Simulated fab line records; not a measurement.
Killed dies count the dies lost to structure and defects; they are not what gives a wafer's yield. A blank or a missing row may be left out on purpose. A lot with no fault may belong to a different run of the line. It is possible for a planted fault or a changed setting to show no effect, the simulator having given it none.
fab line records :: flow nandHarc
record:
  lots: 5
  wafers: 15
  lastDay: 33
route steps=1302 shown P_GATE@155 END@1302
lots that met no fault: taken from a fault-free run of the same line
startH: hours from the record's opening day to when the first of the lot's shown wafers began :: waitH: how many hours have passed since the lot's step before this one :: " the same as in the row above :: L1.1+2: a row that stands for several wafers :: - no value, or no start was given :: * or withheld: withheld :: < > ~ a bound
route shown NAME@n: NAME is a module with steps in the file, n the number in the route of the first one :: usual: mean/standard deviation of fault-free wafers :: same: alike in all rows :: chamber/n: place in a boat :: sites: per-site readings :: _std_site: how widely they spread, as a standard deviation :: _edge_site: the outer-site mean with the inner-site mean subtracted :: radiusMm: how far each site lies from the wafer's centre :: mask NAME#n: copy n :: behind: tool/chamber where the wafer was last shaped :: hold: what put the lot on hold/how long, in hours/how the hold closed :: device: whichever transistor did not switch (one of n, p or np) :: end of line: the tests these same wafers got at the end of their route :: a step given without rows: its recipe and nothing more :: killed: at the first sort, the dies lost to defects and structure; wafer yield is something else :: map: per-die view of a wafer (x killed, . not killed, _ where there is no die)
set.NAME: the setting the step ran with; set.NAME@STEP: the setting that earlier step ran with :: model.NAME: the simulator's own value behind a step, which no gauge read
lots at some steps of the route; a table a step, a row a wafer
services: from which hour (startH, from the record's first day; less than 0 if before it) a tool's chamber was out of use, for how many hours, and why
== steps ==
step: NHARC_P_GATE_ALD_36
recipe:
  targetThkA: 200
  pulseTimeS: 60
  aldCycles: 223
  tempC: 400
  material: SiNx
usual:
  heaterPowerOuterW: 536/70
  heaterPowerW: 866/91
  precursorPulseHeightRel: 1.001/0.018
lot.wafer: L795.3
tool: aldSin-04
chamber: 0
startH: 157.68
waitH: -
heaterPowerOuterW: 554
heaterPowerW: 895
precursorPulseHeightRel: 1.001

lot.wafer: L795.1
tool: aldSin-04
chamber: 1
startH: 158.75
waitH: -
heaterPowerOuterW: 470
heaterPowerW: 760
precursorPulseHeightRel: 1.025

lot.wafer: L795.5
tool: aldSin-04
chamber: 1
startH: 163.02
waitH: -
heaterPowerOuterW: 464
heaterPowerW: 758
precursorPulseHeightRel: 1.026

lot.wafer: L807.1
tool: aldSin-03
chamber: 3
startH: 277.42
waitH: -
heaterPowerOuterW: 536
heaterPowerW: 895
precursorPulseHeightRel: 1.008

lot.wafer: L807.2
tool: aldSin-03
chamber: 0
startH: 278.48
waitH: -
heaterPowerOuterW: 614
heaterPowerW: 1044
precursorPulseHeightRel: 0.991

lot.wafer: L807.4
tool: aldSin-03
chamber: 1
startH: 279.54
waitH: -
heaterPowerOuterW: 421
heaterPowerW: 732
precursorPulseHeightRel: 0.980

lot.wafer: L809.3
tool: aldSin-04
chamber: 0
startH: 298.18
waitH: -
heaterPowerOuterW: 623
heaterPowerW: 986
precursorPulseHeightRel: 1.002

lot.wafer: L809.2
tool: aldSin-04
chamber: 1
startH: 299.23
waitH: -
heaterPowerOuterW: 474
heaterPowerW: 782
precursorPulseHeightRel: 0.997

lot.wafer: L809.1
tool: aldSin-04
chamber: 3
startH: 301.33
waitH: -
heaterPowerOuterW: 614
heaterPowerW: 938
precursorPulseHeightRel: 0.998

lot.wafer: L810.4
tool: aldSin-03
chamber: 1
startH: 310.10
waitH: -
heaterPowerOuterW: 428
heaterPowerW: 731
precursorPulseHeightRel: 0.971

lot.wafer: L810.5
tool: aldSin-03
chamber: 3
startH: 312.18
waitH: -
heaterPowerOuterW: 544
heaterPowerW: 912
precursorPulseHeightRel: 0.992

lot.wafer: L810.6
tool: aldSin-03
chamber: 0
startH: 313.22
waitH: -
heaterPowerOuterW: 599
heaterPowerW: 1045
precursorPulseHeightRel: 1.030

lot.wafer: L812.2
tool: aldSin-04
chamber: 3
startH: 333.27
waitH: -
heaterPowerOuterW: 624
heaterPowerW: 945
precursorPulseHeightRel: 0.991

lot.wafer: L812.4
tool: aldSin-04
chamber: 0
startH: 334.31
waitH: -
heaterPowerOuterW: 613
heaterPowerW: 924
precursorPulseHeightRel: 1.001

lot.wafer: L812.6
tool: aldSin-04
chamber: 0
startH: 338.50
waitH: -
heaterPowerOuterW: 610
heaterPowerW: 951
precursorPulseHeightRel: 1.002
step: NHARC_P_GATE_ETCHBACK_37
recipe:
  targetDepthA: 345
  timeS: 17.2
  chf3FlowSccm: 50
  o2FlowSccm: 10
  arFlowSccm: 200
  rfW: 500
  biasW: 200
  chemistry: CHF3/O2
usual:
  drypumpMotorCurrentA: 5.7/0.48
  oesProductAu: 0.938/0.028
  rfVppV: 370.5/2.8
  showerheadPlenumPTorr: 2.40/0.12
  throttleValvePct: 20.573/0.0098
lot.wafer: L795.3
tool: rieDiel-09
chamber: 3
startH: -
waitH: -
drypumpMotorCurrentA: 5.5
oesProductAu: 0.920
rfHoursCounterH: 1.9
rfVppV: 375.5
showerheadPlenumPTorr: 2.57
throttleValvePct: 20.567

lot.wafer: L795.1
tool: rieDiel-09
chamber: 1
startH: -
waitH: -
drypumpMotorCurrentA: 5.7
oesProductAu: 0.923
rfHoursCounterH: 1.7
rfVppV: 366.8
showerheadPlenumPTorr: 2.25
throttleValvePct: 20.568

lot.wafer: L795.5
tool: rieDiel-09
chamber: 3
startH: -
waitH: -
drypumpMotorCurrentA: 5.5
oesProductAu: 0.919
rfHoursCounterH: -
rfVppV: 374.4
showerheadPlenumPTorr: 2.57
throttleValvePct: 20.582

lot.wafer: L807.1
tool: rieDiel-13
chamber: 3
startH: -
waitH: -
drypumpMotorCurrentA: 4.8
oesProductAu: 0.924
rfHoursCounterH: 6.2
rfVppV: 371.8
showerheadPlenumPTorr: 2.52
throttleValvePct: 20.588

lot.wafer: L807.2
tool: rieDiel-13
chamber: 0
startH: -
waitH: -
drypumpMotorCurrentA: 5.9
oesProductAu: 0.931
rfHoursCounterH: 7.1
rfVppV: 369.1
showerheadPlenumPTorr: 2.31
throttleValvePct: 20.571

lot.wafer: L807.4
tool: rieDiel-13
chamber: 1
startH: -
waitH: -
drypumpMotorCurrentA: 5.4
oesProductAu: 0.921
rfHoursCounterH: 6.8
rfVppV: 375.3
showerheadPlenumPTorr: 2.54
throttleValvePct: 20.582

lot.wafer: L809.3
tool: rieDiel-13
chamber: 1
startH: -
waitH: -
drypumpMotorCurrentA: 5.4
oesProductAu: 0.916
rfHoursCounterH: 8.0
rfVppV: 372.7
showerheadPlenumPTorr: 2.54
throttleValvePct: 20.571

lot.wafer: L809.2
tool: rieDiel-13
chamber: 3
startH: -
waitH: -
drypumpMotorCurrentA: 4.8
oesProductAu: 0.922
rfHoursCounterH: 7.0
rfVppV: 373.5
showerheadPlenumPTorr: 2.52
throttleValvePct: 20.575

lot.wafer: L809.1
tool: rieDiel-13
chamber: 0
startH: -
waitH: -
drypumpMotorCurrentA: 5.8
oesProductAu: 0.929
rfHoursCounterH: 7.9
rfVppV: 367.6
showerheadPlenumPTorr: 2.31
throttleValvePct: 20.584

lot.wafer: L810.4
tool: rieDiel-04
chamber: 2
startH: -
waitH: -
drypumpMotorCurrentA: 6.8
oesProductAu: 0.918
rfHoursCounterH: 7.4
rfVppV: 367.2
showerheadPlenumPTorr: 2.26
throttleValvePct: 20.603

lot.wafer: L810.5
tool: rieDiel-04
chamber: 0
startH: -
waitH: -
drypumpMotorCurrentA: 5.4
oesProductAu: 0.924
rfHoursCounterH: -
rfVppV: 374.2
showerheadPlenumPTorr: 2.56
throttleValvePct: 20.561

lot.wafer: L810.6
tool: rieDiel-04
chamber: 1
startH: -
waitH: -
drypumpMotorCurrentA: 5.8
oesProductAu: 0.916
rfHoursCounterH: -
rfVppV: 371.3
showerheadPlenumPTorr: 2.43
throttleValvePct: 20.557

lot.wafer: L812.2
tool: rieDiel-09
chamber: 0
startH: -
waitH: -
drypumpMotorCurrentA: 6.5
oesProductAu: 0.942
rfHoursCounterH: 0.5
rfVppV: 369.1
showerheadPlenumPTorr: 2.34
throttleValvePct: 20.574

lot.wafer: L812.4
tool: rieDiel-09
chamber: 1
startH: -
waitH: -
drypumpMotorCurrentA: 5.7
oesProductAu: 0.930
rfHoursCounterH: 0.5
rfVppV: 367.2
showerheadPlenumPTorr: 2.25
throttleValvePct: 20.562

lot.wafer: L812.6
tool: rieDiel-09
chamber: 3
startH: -
waitH: -
drypumpMotorCurrentA: 5.4
oesProductAu: 0.937
rfHoursCounterH: -
rfVppV: 374.8
showerheadPlenumPTorr: 2.57
throttleValvePct: 20.568
step: NHARC_P_GATE_STRIP_101
recipe:
  timeS: 20
  o2FlowSccm: 500
  arFlowSccm: 0
  biasW: 0
  chemistry: O2
usual:
  drypumpMotorCurrentA: 5.7/0.49
  oesProductAu: 0.997/0.0088
  rfVppV: 57.8/0.9
  showerheadPlenumPTorr: 3.53/0.17
  throttleValvePct: 17.038/0.009
lot.wafer: L795.1
tool: rieDiel-09
chamber: 1
startH: 167.35
waitH: 0.1
drypumpMotorCurrentA: 5.8
oesProductAu: 0.995
rfHoursCounterH: 1.7
rfVppV: 57.6
showerheadPlenumPTorr: 3.31
throttleValvePct: 17.026

lot.wafer: L795.3
tool: rieDiel-09
chamber: 3
startH: 167.35
waitH: 0.1
drypumpMotorCurrentA: 5.4
oesProductAu: 1.000
rfHoursCounterH: 1.9
rfVppV: 59.2
showerheadPlenumPTorr: 3.77
throttleValvePct: 17.032

lot.wafer: L795.5
tool: rieDiel-09
chamber: 2
startH: 167.35
waitH: 0.1
drypumpMotorCurrentA: 5.5
oesProductAu: 0.988
rfHoursCounterH: -
rfVppV: 57.5
showerheadPlenumPTorr: 3.33
throttleValvePct: 17.037

lot.wafer: L807.4
tool: rieDiel-13
chamber: 3
startH: 285.99
waitH: 0.1
drypumpMotorCurrentA: 4.9
oesProductAu: 0.995
rfHoursCounterH: 6.2
rfVppV: 57.4
showerheadPlenumPTorr: 3.70
throttleValvePct: 17.031

lot.wafer: L807.2
tool: rieDiel-13
chamber: 0
startH: 285.99
waitH: 0.1
drypumpMotorCurrentA: 5.9
oesProductAu: 1.010
rfHoursCounterH: 7.1
rfVppV: 57.9
showerheadPlenumPTorr: 3.40
throttleValvePct: 17.030

lot.wafer: L807.1
tool: rieDiel-13
chamber: 1
startH: 285.99
waitH: 0.1
drypumpMotorCurrentA: 5.4
oesProductAu: 0.992
rfHoursCounterH: 6.8
rfVppV: 58.0
showerheadPlenumPTorr: 3.72
throttleValvePct: 17.043

lot.wafer: L809.2
tool: rieDiel-13
chamber: 0
startH: 307.74
waitH: 0.1
drypumpMotorCurrentA: 5.9
oesProductAu: 1.015
rfHoursCounterH: 7.9
rfVppV: 57.3
showerheadPlenumPTorr: 3.40
throttleValvePct: 17.026

lot.wafer: L809.1
tool: rieDiel-13
chamber: 2
startH: 307.74
waitH: 0.1
drypumpMotorCurrentA: 5.5
oesProductAu: 0.992
rfHoursCounterH: 7.2
rfVppV: 58.3
showerheadPlenumPTorr: 3.54
throttleValvePct: 17.046

lot.wafer: L809.3
tool: rieDiel-13
chamber: 3
startH: 307.74
waitH: 0.1
drypumpMotorCurrentA: 4.9
oesProductAu: 0.987
rfHoursCounterH: 7.0
rfVppV: 59.3
showerheadPlenumPTorr: 3.70
throttleValvePct: 17.030

lot.wafer: L810.4
tool: rieDiel-04
chamber: 0
startH: 317.53
waitH: 0.1
drypumpMotorCurrentA: 5.4
oesProductAu: 1.000
rfHoursCounterH: 8.5
rfVppV: 57.8
showerheadPlenumPTorr: 3.76
throttleValvePct: 17.041

lot.wafer: L810.5
tool: rieDiel-04
chamber: 2
startH: 317.53
waitH: 0.1
drypumpMotorCurrentA: 6.8
oesProductAu: 1.001
rfHoursCounterH: -
rfVppV: 57.3
showerheadPlenumPTorr: 3.32
throttleValvePct: 17.042

lot.wafer: L810.6
tool: rieDiel-04
chamber: 3
startH: 317.53
waitH: 0.1
drypumpMotorCurrentA: 5.9
oesProductAu: 0.981
rfHoursCounterH: -
rfVppV: 56.4
showerheadPlenumPTorr: 3.45
throttleValvePct: 17.033

lot.wafer: L812.4
tool: rieDiel-09
chamber: 0
startH: 342.81
waitH: 0.1
drypumpMotorCurrentA: 6.4
oesProductAu: 1.005
rfHoursCounterH: 0.5
rfVppV: 56.9
showerheadPlenumPTorr: 3.44
throttleValvePct: 17.043

lot.wafer: L812.2
tool: rieDiel-09
chamber: 1
startH: 342.81
waitH: 0.1
drypumpMotorCurrentA: 5.7
oesProductAu: 1.002
rfHoursCounterH: 0.5
rfVppV: 58.0
showerheadPlenumPTorr: 3.31
throttleValvePct: 17.037

lot.wafer: L812.6
tool: rieDiel-09
chamber: 3
startH: 342.81
waitH: 0.1
drypumpMotorCurrentA: 5.4
oesProductAu: 0.992
rfHoursCounterH: -
rfVppV: 58.7
showerheadPlenumPTorr: 3.77
throttleValvePct: 17.043
step: NHARC_P_GATE_PRECLEAN_97
recipe:
  timeS: 600
  tempC: 120
  chemistry: SPM
step: NHARC_P_GATE_SRD_98
step: NHARC_P_GATE_PRECLEAN_99
recipe:
  timeS: *
  tempC: 50
  bathAgeMin: 0
  chemistry: SC1
step: NHARC_P_GATE_SRD_100
step: NHARC_P_GATE_DEHYDRATE_38
recipe:
  tempC: 150
  timeS: 120
step: NHARC_P_GATE_HMDS_39
recipe:
  timeS: 30
step: NHARC_P_GATE_COAT_40
recipe:
  spinRpm: 3000
step: NHARC_P_GATE_SOFTBAKE_41
recipe:
  tempC: 122
  timeS: 95
step: NHARC_P_GATE_EBR_42
step: NHARC_P_GATE_EXPOSE_43
recipe:
  na: 0.6
  targetCdNm: 720
  doseMj: 14.81
  maskId: P_NSD
lot.wafer: L795.1+3+5
tool: krfScanner-02
chamber: 0
startH: 168.11
waitH: -
mask: P_NSD_R1#0

lot.wafer: L807.1+2+4
tool: krfScanner-03
chamber: 0
startH: 286.63
waitH: -
mask: P_NSD#0

lot.wafer: L809.1+2+3
tool: krfScanner-03
chamber: 0
startH: 308.51
waitH: -
mask: P_NSD#0

lot.wafer: L810.4+5+6
tool: krfScanner-02
chamber: 0
startH: 318.31
waitH: -
mask: P_NSD#0

lot.wafer: L812.2+4+6
tool: krfScanner-03
chamber: 0
startH: 343.45
waitH: -
mask: P_NSD#0
step: NHARC_P_GATE_PEB_44
recipe:
  pebTempC: 118
  pebTimeS: 85
step: NHARC_P_GATE_DEVELOP_45
recipe:
  timeS: 70
step: NHARC_P_GATE_CD_MEAS_46
recipe:
  targetCdNm: 720
  landingEnergyEv: 500
usual:
  cdNm: 719.7/1.8
lot.wafer: L795.1
tool: cdSem-01
chamber: 0
startH: 168.27
waitH: -
cdNm: 710.8

lot.wafer: L795.3
tool: cdSem-01
chamber: 0
startH: 168.27
waitH: -
cdNm: 708.0

lot.wafer: L795.5
tool: cdSem-01
chamber: 0
startH: 168.27
waitH: -
cdNm: 709.9

lot.wafer: L807.1
tool: cdSem-01
chamber: 0
startH: 286.79
waitH: -
cdNm: 721.4

lot.wafer: L807.2
tool: cdSem-01
chamber: 0
startH: 286.79
waitH: -
cdNm: 720.1

lot.wafer: L807.4
tool: cdSem-01
chamber: 0
startH: 286.79
waitH: -
cdNm: 719.6

lot.wafer: L809.1
tool: cdSem-01
chamber: 0
startH: 308.66
waitH: -
cdNm: 721.1

lot.wafer: L809.2
tool: cdSem-01
chamber: 0
startH: 308.66
waitH: -
cdNm: 721.7

lot.wafer: L809.3
tool: cdSem-01
chamber: 0
startH: 308.66
waitH: -
cdNm: 719.3

lot.wafer: L810.4
tool: cdSem-01
chamber: 0
startH: 318.46
waitH: -
cdNm: 719.6

lot.wafer: L810.5
tool: cdSem-01
chamber: 0
startH: 318.46
waitH: -
cdNm: 718.9

lot.wafer: L810.6
tool: cdSem-01
chamber: 0
startH: 318.46
waitH: -
cdNm: 720.2

lot.wafer: L812.2
tool: cdSem-02
chamber: 0
startH: 343.61
waitH: -
cdNm: 716.8

lot.wafer: L812.4
tool: cdSem-02
chamber: 0
startH: 343.61
waitH: -
cdNm: 721.2

lot.wafer: L812.6
tool: cdSem-02
chamber: 0
startH: 343.61
waitH: -
cdNm: 720.0
step: NHARC_P_GATE_HARDBAKE_47
recipe:
  tempC: 125
  timeS: 80
step: NHARC_P_GATE_DESCUM_48
recipe:
  timeS: 3
  o2FlowSccm: 200
  arFlowSccm: 0
  biasPowerW: 0
  chemistry: O2
usual:
  drypumpMotorCurrentA: 5.7/0.46
  oesProductAu: 0.999/0.0095
  rfVppV: 57.9/1.1
  showerheadPlenumPTorr: 1.91/0.1
  throttleValvePct: 11.311/0.0091
lot.wafer: L795.3
tool: rieDiel-09
chamber: 0
startH: 168.43
waitH: -
drypumpMotorCurrentA: 6.4
oesProductAu: 1.005
rfHoursCounterH: 2
rfVppV: 58.3
showerheadPlenumPTorr: 1.87
throttleValvePct: 11.295
model.P_GATE.cdNm: 707.7

lot.wafer: L795.1
tool: rieDiel-09
chamber: 2
startH: 168.43
waitH: -
drypumpMotorCurrentA: 5.5
oesProductAu: 0.992
rfHoursCounterH: 2
rfVppV: 57.6
showerheadPlenumPTorr: 1.80
throttleValvePct: 11.317
model.P_GATE.cdNm: 710.6

lot.wafer: L795.5
tool: rieDiel-09
chamber: 1
startH: 168.43
waitH: -
drypumpMotorCurrentA: 5.7
oesProductAu: 1.000
rfHoursCounterH: -
rfVppV: 55.8
showerheadPlenumPTorr: 1.79
throttleValvePct: 11.316
model.P_GATE.cdNm: 710.8

lot.wafer: L807.1
tool: rieDiel-04
chamber: 1
startH: 286.95
waitH: -
drypumpMotorCurrentA: 5.8
oesProductAu: 1.000
rfHoursCounterH: 7
rfVppV: 58.6
showerheadPlenumPTorr: 1.93
throttleValvePct: 11.301
model.P_GATE.cdNm: 721.1

lot.wafer: L807.2
tool: rieDiel-04
chamber: 2
startH: 286.95
waitH: -
drypumpMotorCurrentA: 6.8
oesProductAu: 1.003
rfHoursCounterH: 7
rfVppV: 58.6
showerheadPlenumPTorr: 1.79
throttleValvePct: 11.306
model.P_GATE.cdNm: 720.3

lot.wafer: L807.4
tool: rieDiel-04
chamber: 0
startH: 286.95
waitH: -
drypumpMotorCurrentA: 5.4
oesProductAu: 1.010
rfHoursCounterH: 8
rfVppV: 58.0
showerheadPlenumPTorr: 2.05
throttleValvePct: 11.293
model.P_GATE.cdNm: 720.5

lot.wafer: L809.1
tool: rieDiel-04
chamber: 1
startH: 308.82
waitH: -
drypumpMotorCurrentA: 5.8
oesProductAu: 0.998
rfHoursCounterH: 7
rfVppV: 56.0
showerheadPlenumPTorr: 1.93
throttleValvePct: 11.310
model.P_GATE.cdNm: 721

lot.wafer: L809.3
tool: rieDiel-04
chamber: 2
startH: 308.82
waitH: -
drypumpMotorCurrentA: 6.8
oesProductAu: 1.002
rfHoursCounterH: 7
rfVppV: 57.4
showerheadPlenumPTorr: 1.79
throttleValvePct: 11.318
model.P_GATE.cdNm: 719

lot.wafer: L809.2
tool: rieDiel-04
chamber: 0
startH: 308.82
waitH: -
drypumpMotorCurrentA: 5.4
oesProductAu: 1.004
rfHoursCounterH: 8
rfVppV: 59.0
showerheadPlenumPTorr: 2.05
throttleValvePct: 11.316
model.P_GATE.cdNm: 722.5

lot.wafer: L810.4
tool: rieDiel-13
chamber: 0
startH: 318.62
waitH: -
drypumpMotorCurrentA: 5.8
oesProductAu: 1.019
rfHoursCounterH: 8
rfVppV: 57.8
showerheadPlenumPTorr: 1.84
throttleValvePct: 11.301
model.P_GATE.cdNm: 720.1

lot.wafer: L810.5
tool: rieDiel-13
chamber: 3
startH: 318.62
waitH: -
drypumpMotorCurrentA: 4.8
oesProductAu: 0.998
rfHoursCounterH: -
rfVppV: 58.0
showerheadPlenumPTorr: 2.01
throttleValvePct: 11.311
model.P_GATE.cdNm: 719.5

lot.wafer: L810.6
tool: rieDiel-13
chamber: 0
startH: 318.62
waitH: -
drypumpMotorCurrentA: 5.8
oesProductAu: 1.008
rfHoursCounterH: -
rfVppV: 55.9
showerheadPlenumPTorr: 1.84
throttleValvePct: 11.318
model.P_GATE.cdNm: 721

lot.wafer: L812.2
tool: rieDiel-09
chamber: 3
startH: 343.76
waitH: -
drypumpMotorCurrentA: 5.4
oesProductAu: 0.996
rfHoursCounterH: 0
rfVppV: 57.2
showerheadPlenumPTorr: 2.05
throttleValvePct: 11.322
model.P_GATE.cdNm: 716.7

lot.wafer: L812.4
tool: rieDiel-09
chamber: 0
startH: 343.76
waitH: -
drypumpMotorCurrentA: 6.4
oesProductAu: 0.992
rfHoursCounterH: 1
rfVppV: 57.2
showerheadPlenumPTorr: 1.86
throttleValvePct: 11.311
model.P_GATE.cdNm: 721.6

lot.wafer: L812.6
tool: rieDiel-09
chamber: 0
startH: 343.76
waitH: -
drypumpMotorCurrentA: 6.4
oesProductAu: 0.996
rfHoursCounterH: -
rfVppV: 57.7
showerheadPlenumPTorr: 1.86
throttleValvePct: 11.303
model.P_GATE.cdNm: 720.1
step: NHARC_P_GATE_IMPLANT_49
recipe:
  energyKev: 30
  doseCm2: 3e+15
  tiltDeg: 7
step: NHARC_END_SORT_01
recipe:
  tempC: 25
usual:
  killedAtArray: 55/19
  killedAtOther: 0.6/0.99
  killedAtPeriphery: 4.2/2.6
  killedDies: 60/18
  killedOpen: 3.4/1.7
  killedShort: 2.3/1.5
same:
  grossDies: 677
lot.wafer: L795.1
tool: prober-01
chamber: 0
startH: 623.42
waitH: 2.5
killedAtArray: 67
killedAtOther: 0
killedAtPeriphery: 6
killedDies: 73
killedOpen: 6
killedShort: 4

lot.wafer: L795.3
tool: prober-01
chamber: 0
startH: 625.02
waitH: 3.1
killedAtArray: 61
killedAtOther: 0
killedAtPeriphery: 3
killedDies: 64
killedOpen: 3
killedShort: 3

lot.wafer: L795.5
tool: prober-01
chamber: 0
startH: 626.62
waitH: 3.7
killedAtArray: 50
killedAtOther: 0
killedAtPeriphery: 4
killedDies: 54
killedOpen: 7
killedShort: 5
killed by level:class
L795.1 A_CHANNEL_HOLE_D1:chamberFilmFlake=32 A_CHANNEL_HOLE_D2:chamberFilmFlake=12 A_STAIRCASE:chamberFilmFlake=8 P_GATE:chamberFilmFlake=3 A_CHANNEL_FILL_D2:chamberFilmFlake=2 A_CONTACT:chamberFilmFlake=2 P_CONTACT:geometricParticle:open=1 P_M0:geometricParticle:open=1
L795.3 A_CHANNEL_HOLE_D1:chamberFilmFlake=26 A_CHANNEL_HOLE_D2:chamberFilmFlake=16 A_CONTACT:chamberFilmFlake=4 A_SGD_CUT:chamberFilmFlake=3 A_STAIRCASE:chamberFilmFlake=3 P_BONDPAD:chamberFilmFlake=2 A_CHANNEL_FILL_D2:chamberFilmFlake=2 A_ONON_D1:geometricParticle:open=1
L795.5 A_CHANNEL_HOLE_D1:chamberFilmFlake=22 A_CHANNEL_HOLE_D2:chamberFilmFlake=8 A_CONTACT:chamberFilmFlake=4 A_CHANNEL_FILL_D1:geometricParticle:open=2 A_CHANNEL_FILL_D2:chamberFilmFlake=2 A_STAIRCASE:chamberFilmFlake=2 A_SGD_CUT:chamberFilmFlake=2 P_CONTACT:geometricParticle:open=1
== services ==
tool: rieDiel-13
chamber: 0
startH: 137.45
hours: 3.9
kind: repair

tool: rieDiel-09
chamber: -
startH: 143.13
hours: 9.0
kind: pm

tool: krfScanner-02
chamber: -
startH: 155.64
hours: 1.2
kind: repair

tool: rieDiel-13
chamber: 3
startH: 155.95
hours: 2.7
kind: repair

tool: rieDiel-13
chamber: 2
startH: 158.24
hours: 3.8
kind: repair

tool: aldSin-03
chamber: 2
startH: 158.61
hours: 2.9
kind: repair

tool: krfScanner-03
chamber: -
startH: 161.55
hours: 1.0
kind: repair

tool: rieDiel-13
chamber: -
startH: 165.41
hours: 9.0
kind: pm

tool: aldSin-03
chamber: -
startH: 170.54
hours: 10.0
kind: pm

tool: rieDiel-04
chamber: -
startH: 177.97
hours: 9.0
kind: pm

tool: rieDiel-09
chamber: -
startH: 182.81
hours: 0.9
kind: repair

tool: krfScanner-03
chamber: -
startH: 224.00
hours: 4.0
kind: pm

tool: rieDiel-09
chamber: 0
startH: 227.22
hours: 16.6
kind: repair

tool: rieDiel-09
chamber: 2
startH: 227.75
hours: 3.5
kind: repair

tool: krfScanner-02
chamber: -
startH: 236.71
hours: 1.9
kind: repair

tool: aldSin-03
chamber: 3
startH: 244.89
hours: 1.4
kind: repair

tool: krfScanner-02
chamber: -
startH: 254.01
hours: 0.1
kind: repair

tool: aldSin-04
chamber: 3
startH: 257.05
hours: 11.4
kind: repair

tool: aldSin-04
chamber: -
startH: 257.38
hours: 10.0
kind: pm

tool: krfScanner-02
chamber: -
startH: 266.00
hours: 4.0
kind: pm

tool: aldSin-04
chamber: 2
startH: 280.68
hours: 2.3
kind: repair

tool: rieDiel-09
chamber: 2
startH: 311.39
hours: 3.0
kind: repair

tool: rieDiel-09
chamber: -
startH: 320.13
hours: 9.0
kind: pm

tool: rieDiel-13
chamber: -
startH: 342.41
hours: 9.0
kind: pm
== key ==
firstSign:
  step: NHARC_P_GATE_EXPOSE_43
  reading: mask
  direction: changed
effect:
  step: NHARC_P_GATE_CD_MEAS_46
  reading: cdNm
  direction: down
  sigmas: 5.7
  usual: 719.7
  struck: 709.6
modelEffect:
  step: NHARC_P_GATE_DESCUM_48
  value: P_GATE.cdNm
  without: 720.4
  struck: 709.7
metAt NHARC_P_GATE_EXPOSE_43
struckWafers L795.1,L795.3,L795.5
testerLeftOut L795
fault:
  kind: wrongMask
  tool: any
  chamber: -
  onsetH: 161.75
  steps: NHARC_P_GATE_EXPOSE_43
  auxCopy: P_NSD_R1#0
  cdOffsetNm: -10.707
  scope: struckLotsOnly
testerLeftOut: of these lots the tester's yield and bins aren't shown, on N5 and GAA mostly nor the transistor test; their killed dies are dies lost to structure and defects alone, not to doping, threshold or leakage, so they don't give the yield
